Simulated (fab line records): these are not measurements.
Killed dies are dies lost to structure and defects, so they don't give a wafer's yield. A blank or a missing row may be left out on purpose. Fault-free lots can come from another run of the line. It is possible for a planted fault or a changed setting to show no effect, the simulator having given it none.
Split-lot experiment + flow n5Finfet + 21 wafers read across 7 lots, on a route 1938 steps long

== THE SPLIT ==
At N5_BEOL_M2_DESCUM_16 (chemistry O2, time 7 s), the setting timeS was moved away from the recipe's 7 s on 6 of the 21 wafers read, by -20.2% to +14.0%. The other wafers ran this setting at the recipe's value.

The reading is taken at the split's own step.

== THE READING ==
CAR-EUV_of_BEOL_M2_COAT_05.thkNm (the simulator's own value, which no gauge read), in nm, at N5_BEOL_M2_DESCUM_16 (chemistry O2, time 7 s). There is no usual value for it anywhere in the file. The 15 wafers here that ran the recipe average 26.1 nm, standard deviation 0.11 nm.

| wafer  | tool, chamber at the split | timeS as run, s | against the recipe | CAR-EUV_of_BEOL_M2_COAT_05.thkNm, nm | against lot-mates on the recipe |
|--------|----------------------------|-----------------|--------------------|--------------------------------------|---------------------------------|
| L075.2 | rieDiel-06, 0,1,1          | 7               | recipe             | 26                                   | -                               |
| L075.3 | rieDiel-06, 0,1,1          | 7               | recipe             | 26                                   | -                               |
| L075.6 | rieDiel-06, 0,1,1          | 7               | recipe             | 26                                   | -                               |
| L079.3 | rieDiel-03, 1              | 5.73            | -18.1%             | 26.6                                 | +0.6                            |
| L079.4 | rieDiel-03, 0              | 7               | recipe             | 26                                   | -                               |
| L079.6 | rieDiel-03, 0              | 7               | recipe             | 26                                   | -                               |
| L081.1 | rieDiel-02, 1,3,0          | 7               | recipe             | 26.2                                 | -                               |
| L081.2 | rieDiel-02, 1,3,0          | 7               | recipe             | 26.2                                 | -                               |
| L081.4 | rieDiel-02, 1,3,0          | 7               | recipe             | 26.2                                 | -                               |
| L088.1 | rieDiel-03, 2,1            | 7.981           | +14.0%             | 25.6                                 | -0.6                            |
| L088.4 | rieDiel-03, 2,1            | 7.981           | +14.0%             | 25.6                                 | -0.6                            |
| L088.2 | rieDiel-03, 3              | 7               | recipe             | 26.2                                 | -                               |
| L091.2 | rieDiel-03, 2              | 7               | recipe             | 26.4                                 | -                               |
| L091.4 | rieDiel-03, 2,0            | 7               | recipe             | 26.2                                 | -                               |
| L091.6 | rieDiel-03, 2,0            | 7               | recipe             | 26.2                                 | -                               |
| L095.1 | rieDiel-02, 0              | 7.927           | +13.2%             | 25.6                                 | -0.6                            |
| L095.3 | rieDiel-02, 1              | 7.927           | +13.2%             | 25.8                                 | -0.4                            |
| L095.4 | rieDiel-02, 3              | 7               | recipe             | 26.2                                 | -                               |
| L096.4 | rieDiel-06, 2,1            | 7               | recipe             | 26.2                                 | -                               |
| L096.6 | rieDiel-06, 2,1            | 7               | recipe             | 26.2                                 | -                               |
| L096.5 | rieDiel-06, 0              | 5.589           | -20.2%             | 27                                   | +0.8                            |
Where a row lists several chambers, the file gives one row for several wafers and doesn't say which wafer went through which chamber.

FIT RESULTS
A straight line over all 21 wafers: CAR-EUV_of_BEOL_M2_COAT_05.thkNm changes by -0.0355 nm for each +1% of timeS; r = -0.93; the points scatter about the line by 0.12 nm.
The same after taking each lot's own level away (the mean of its wafers on the recipe; 21 wafers): -0.0385 nm for each +1%; r = -0.99; scatter 0.058 nm.
According to that fit, moving timeS by its largest amount changes the reading by 0.78 nm.
From 26.00 to 26.27 nm: that is the span of the lots' own levels, equal to 2.3 times the standard deviation above.
So the lot-to-lot level changes the slope little: the two slopes agree.
Check: with one of the wafers moved furthest among these (-20.2%) left out of the fit, the line predicts +0.75 nm for it against its lot-mates. It came out at +0.8 nm against them.

== FURTHER SPLITS ON THESE WAFERS ==
Other splits were also applied to these wafers ahead of the reading. Each is held against what the fit with the lots' levels taken away leaves over:
| other split on the same wafers           | wafers away from the commonest value | r with CAR-EUV_of_BEOL_M2_COAT_05.thkNm (lot level and that fit taken away) |
|------------------------------------------|--------------------------------------|-----------------------------------------------------------------------------|
| N5_BEOL_M0_SAQP_SPACER1_ALD_98 aldCycles | 3                                    | -0.33                                                                       |
| N5_BEOL_M0_SAQP_ETCH_107 biasW           | 10                                   | +0.15                                                                       |
| N5_BEOL_M1_EXPOSE_08 doseMj              | 4                                    | -0.01                                                                       |

== FILE'S OWN FIT ==
CAR-EUV_of_BEOL_M2_COAT_05.thkNm changes by -0.038 nm for each +1% of timeS, r = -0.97.
